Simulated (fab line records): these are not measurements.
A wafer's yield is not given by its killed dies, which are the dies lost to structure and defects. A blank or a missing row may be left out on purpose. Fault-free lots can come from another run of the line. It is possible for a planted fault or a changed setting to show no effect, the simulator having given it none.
Check of tool commonality + flow nand_harc + 3 lots and 9 wafers in the sample

## REASON FOR OPENING
At NHARC_END_SORT_01 the reading killed_at_periphery is flagged on 3 of 3 lots. No-fault wafers: 3.2, standard deviation 2.2.
Rule: a lot gets a flag if all its wafers with a number sit over 4 standard deviations from that mean, or if no wafer of it has a number. The other lots count as sound.

| lot  | measured     | on        | killed_at_periphery, wafer by wafer | flag    |
|------|--------------|-----------|-------------------------------------|---------|
| L295 | day 23 14:11 | prober-01 | 71 103 93                           | FLAGGED |
| L298 | day 23 18:33 | prober-02 | 104 60 69                           | FLAGGED |
| L297 | day 23 21:59 | prober-01 | 57 95 97                            | FLAGGED |
The mean of the flagged lots' numbers is 83.2, +80.0 from the usual (+36 standard deviations).

## TOOL THAT RAN EACH LOT
Before the reading, the record contains 4 process steps out of a 1159-step route. Cell contents, in order: the tool; ch with the chambers the sampled wafers went through; the start.
| lot  | flag    | NHARC_A_CONTACT_ETCH_117             | NHARC_THIN_TSV_CMP_01         | NHARC_THIN_TSV_DEGAS_53      | NHARC_THIN_TSV_DESCUM_35           |
|------|---------|--------------------------------------|-------------------------------|------------------------------|------------------------------------|
| L295 | FLAGGED | har_cap_etch-03 ch 0,1, day 20 11:39 | cmp-02 ch 0,3, day 22 21:19   | pvd_sputter-03, day 23 03:24 | rie_diel-01 ch 0,1,2, day 23 04:35 |
| L298 | FLAGGED | har_cap_etch-03 ch 0,1, day 20 20:54 | cmp-01 ch 0,1,3, day 22 22:34 | pvd_sputter-03, day 23 04:38 | rie_diel-01 ch 0,3, day 23 05:55   |
| L297 | FLAGGED | har_cap_etch-03 ch 0,1, day 20 19:09 | cmp-03 ch 0,3, day 22 23:43   | pvd_sputter-03, day 23 06:39 | rie_diel-09 ch 0,1,3, day 23 07:59 |
What is done by these steps:
- NHARC_A_CONTACT_ETCH_117: etches the open film in C4F8/O2/Ar, time 94 s, target depth 922 nm.
- NHARC_THIN_TSV_CMP_01: polishes.
- NHARC_THIN_TSV_DEGAS_53: time 60 s.
- NHARC_THIN_TSV_DESCUM_35: chemistry O2, time 3 s.
- NHARC_END_SORT_01

## FLAGGED AGAINST TOTAL, ONE TOOL AT A TIME (gauges that did the reading follow at the end)
| step                     | tool            | lots run | flagged | share of the flagged lots | sound lots run after its first flagged lot |
|--------------------------|-----------------|----------|---------|---------------------------|--------------------------------------------|
| NHARC_A_CONTACT_ETCH_117 | har_cap_etch-03 | 3        | 3       | all                       | 0                                          |
| NHARC_THIN_TSV_CMP_01    | cmp-01          | 1        | 1       | some                      | 0                                          |
| NHARC_THIN_TSV_CMP_01    | cmp-02          | 1        | 1       | some                      | 0                                          |
| NHARC_THIN_TSV_CMP_01    | cmp-03          | 1        | 1       | some                      | 0                                          |
| NHARC_THIN_TSV_DEGAS_53  | pvd_sputter-03  | 3        | 3       | all                       | 0                                          |
| NHARC_THIN_TSV_DESCUM_35 | rie_diel-01     | 2        | 2       | some                      | 0                                          |
| NHARC_THIN_TSV_DESCUM_35 | rie_diel-09     | 1        | 1       | some                      | 0                                          |
| NHARC_END_SORT_01        | prober-01       | 2        | 2       | some                      | 0                                          |
| NHARC_END_SORT_01        | prober-02       | 1        | 1       | some                      | 0                                          |

## WHAT THE TABLE PERMITS
Every flagged lot went through 2 rows of the table: har_cap_etch-03 at NHARC_A_CONTACT_ETCH_117 and pvd_sputter-03 at NHARC_THIN_TSV_DEGAS_53.
- har_cap_etch-03 at NHARC_A_CONTACT_ETCH_117: 3 of its 3 lots flagged. It ran no sound lot before its first flagged lot in this sample, so the start can't be narrowed down.
- pvd_sputter-03 at NHARC_THIN_TSV_DEGAS_53: 3 of its 3 lots flagged. It ran no sound lot before its first flagged lot in this sample, so the start can't be narrowed down.
Counting lots can't tell these 2 tools apart, because each fits a fault that began at some hour. More lots, or a look at what each step does to the wafer, might.

## WHAT WAS PUT IN BY THE SIMULATOR
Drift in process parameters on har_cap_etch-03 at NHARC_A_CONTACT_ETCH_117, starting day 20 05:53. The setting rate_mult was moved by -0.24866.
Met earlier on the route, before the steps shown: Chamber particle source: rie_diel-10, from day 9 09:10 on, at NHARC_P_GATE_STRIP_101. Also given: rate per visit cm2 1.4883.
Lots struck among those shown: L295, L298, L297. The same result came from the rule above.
